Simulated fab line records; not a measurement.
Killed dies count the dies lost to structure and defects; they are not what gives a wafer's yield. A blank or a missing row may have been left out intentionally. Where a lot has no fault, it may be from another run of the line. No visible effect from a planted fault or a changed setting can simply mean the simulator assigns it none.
Problem report, 8D (eight disciplines) form, completed by code -- flow n5-finfet -- the parts of the form that need people (team, actions taken, sign-off) are left out

== 1. THE ISSUE ==
At N5_PASSIVATION_PASS_ETCH_47, run-length-s averages 447.1 s over 2 wafers from 2 lots, while fault-free wafers read 408.5 s, standard deviation 0.36. So: +99 or more standard deviations from the usual mean.
The step: etches SiNx in CF4/O2, target depth 770 nm, time 385 s.
The first sign was on wafer L254.4 at day 16 13:34, on rie-diel-06. Wafers with a number at this step in the record: 18, from 6 lots. The rule behind "out" and "out of limits": a value lying over 4 standard deviations away from the usual mean. Any other wafer with a number is counted as sound.

== 2. WHAT IT IS; WHAT IT IS NOT ==
question,is,is not
which readings at this step,run-length-s,"drypump-motor-current-A, oes-product-au, rf-vpp-V, showerhead-plenum-p-Torr, throttle-valve-pct"
which lots,"L254, L256","L247, L253, L260, L261"
which wafers of those lots,"L254.4, L256.3","L254.2, L254.6, L256.1, L256.5"
read on which tools,rie-diel-06,rie-diel-02
when,from day 16 13:34,"up to then (8 sound wafers); but 8 sound wafers of L256, L260, L261 came after"

== 3. THE SUSPECTS, EACH WITH WHAT RULES IT OUT ==
Counting: a tool at a process step up to the reading stays a suspect if it ran every lot that is out. Sound lots after the first of them don't rule it out here, since some wafers of a struck lot are sound.
- rie-diel-06 at N5_PASSIVATION_DESCUM_46 (chemistry O2, time 7.9 s): kept. Every lot that is out went through it, the first being L254 (day 16 13:31); the last sound lot it ran before that was L247 (day 13 21:47).
- rie-diel-06 at N5_PASSIVATION_PASS_ETCH_47 (etches SiNx in CF4/O2, target depth 770 nm, time 385 s): kept. Every lot that is out went through it, the first being L254 (day 16 13:34); the last sound lot it ran before that was L247 (day 13 21:49). Out on those wafers are its own readings of run-length-s.
The count leaves rie-diel-06 at N5_PASSIVATION_PASS_ETCH_47 and rie-diel-06 at N5_PASSIVATION_DESCUM_46.

== 4. THE CAUSE (what the simulator had put in) ==
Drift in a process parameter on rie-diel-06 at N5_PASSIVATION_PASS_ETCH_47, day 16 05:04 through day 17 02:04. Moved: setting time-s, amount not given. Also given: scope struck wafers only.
Counting left 2 suspects, and this tool is among them.

== 5. THE EFFECT CHAIN, in route order ==
Rows list readings where the struck wafers' mean (over those with a number) sits beyond 3 standard deviations from the usual. Scope: only readings with a usual standard deviation given in the record; hours: median across lots of the time from each lot's start at the first step in this table that gives one to its start at this step; sigmas: change in usual standard deviations.
hours,step,reading,usual,on struck wafers,change,sigmas
0,N5_PASSIVATION_PASS_ETCH_47,run-length-s,408.5 s,447.1,+38.6,+99 or more
The process steps in it:
- N5_PASSIVATION_PASS_ETCH_47: etches SiNx in CF4/O2, target depth 770 nm, time 385 s.

== 6. HOW IT WOULD HAVE BEEN CAUGHT EARLIER ==
In this record no reading fell out of limits until day 16 13:34, 8 hours after the fault had begun at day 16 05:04.
